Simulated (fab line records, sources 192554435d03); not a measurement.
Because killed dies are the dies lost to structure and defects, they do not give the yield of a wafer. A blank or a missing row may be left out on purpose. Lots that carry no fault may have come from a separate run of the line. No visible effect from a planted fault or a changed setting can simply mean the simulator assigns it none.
Matching of chambers | flow n5Finfet | 4 sister chambers for N5_BEOL_M3_ALD_98 on aldSin-02
The step deposits SiO2, target thk 2.5 nm, pulse time 1 s, co reactant pulse time 1 s. 22 wafers are shown with their chamber, then 11 later ones without.

WAFERS, EACH WITH ITS CHAMBER
wafer  | chamber | heaterPowerW (W) | chamberPressureTorr (Torr) | precursorPulseHeightRel
L077.1 | 2       | 75               | 2.000                      | 0.982
L077.3 | 0       | 90               | 1.999                      | 0.998
L077.5 | 1       | 80               | 1.996                      | 0.952
L078.1 | 3       | 76               | 1.997                      | 0.993
L078.3 | 2       | 74               | 1.996                      | 1.007
L078.6 | 2       | 76               | 2.003                      | 1.010
L079.3 | 2       | 75               | 2.000                      | 1.004
L079.4 | 2       | 77               | 1.996                      | 0.997
L079.5 | 1       | 80               | 2.008                      | 1.010
L081.2 | 2       | 77               | 1.998                      | 0.992
L081.4 | 3       | 75               | 2.002                      | 1.014
L081.6 | 1       | 79               | 2.000                      | 0.996
L082.3 | 3       | 75               | 2.003                      | 0.984
L082.5 | 2       | 74               | 1.998                      | 1.018
L082.6 | 1       | 79               | 1.988                      | 1.007
L084.1 | 2       | 75               | 2.004                      | 0.984
L084.4 | 3       | 73               | 1.995                      | 1.002
L084.6 | 1       | 79               | 2.005                      | 1.011
L089.3 | 2       | 78               | 2.008                      | 1.019
L089.4 | 2       | 77               | 2.009                      | 0.996
L089.5 | 1       | 78               | 2.000                      | 1.001
L093.1 | 0       | 90               | 1.996                      | 1.008

SIGNATURES (means of the wafers above)
reading                 | chamber 0 | chamber 1 | chamber 2 | chamber 3 | scatter within a chamber
heaterPowerW            | 90.00     | 79.17     | 75.80     | 74.75     | 1.18
chamberPressureTorr     | 1.99750   | 1.99950   | 2.00120   | 1.99925   | 0.00523
precursorPulseHeightRel | 1.00300   | 0.99617   | 1.00090   | 0.99825   | 0.0159
Rule: a wafer lies at a distance from a chamber equal to the root of the sum of squares, over the readings, of (its reading less the chamber's mean, divided by the reading's scatter). If the next closest chamber is less than 2 further off than the closest, the wafer can't be placed; otherwise it belongs to the closest. How the scatter is found: for the shown wafers, subtract from each reading the mean of its chamber, square and add these, divide the total by (wafers less chambers), then take the root.

WAFERS WHOSE CHAMBER IS MISSING
wafer  | heaterPowerW (W) | chamberPressureTorr (Torr) | precursorPulseHeightRel
L093.3 | 75               | 2.004                      | 1.024
L093.4 | 76               | 1.994                      | 1.022
L094.1 | 80               | 2.003                      | 0.980
L094.3 | 90               | 1.997                      | 1.003
L094.4 | 76               | 2.002                      | 0.993
L095.2 | 80               | 2.003                      | 0.982
L095.3 | 75               | 1.996                      | 0.996
L095.4 | 91               | 2.002                      | 0.981
L097.2 | 81               | 2.003                      | 1.011
L097.4 | 76               | 1.996                      | 0.998
L097.5 | 77               | 1.999                      | 0.968

WHICH CHAMBER EACH WENT THROUGH
wafer  | from the rows above          | in truth
L093.3 | can't be placed: 2 or 3      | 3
L093.4 | can't be placed: 2 or 3 or 1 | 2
L094.1 | 1                            | 1
L094.3 | 0                            | 0
L094.4 | can't be placed: 2 or 3      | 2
L095.2 | 1                            | 1
L095.3 | can't be placed: 3 or 2      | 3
L095.4 | 0                            | 0
L097.2 | 1                            | 1
L097.4 | can't be placed: 2 or 3 or 1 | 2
L097.5 | can't be placed: 2 or 1 or 3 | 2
Correct placement for 5 of the 11. Not placeable from these rows: 6 (in 6, the candidates include the true chamber). Number placed wrongly: 0.
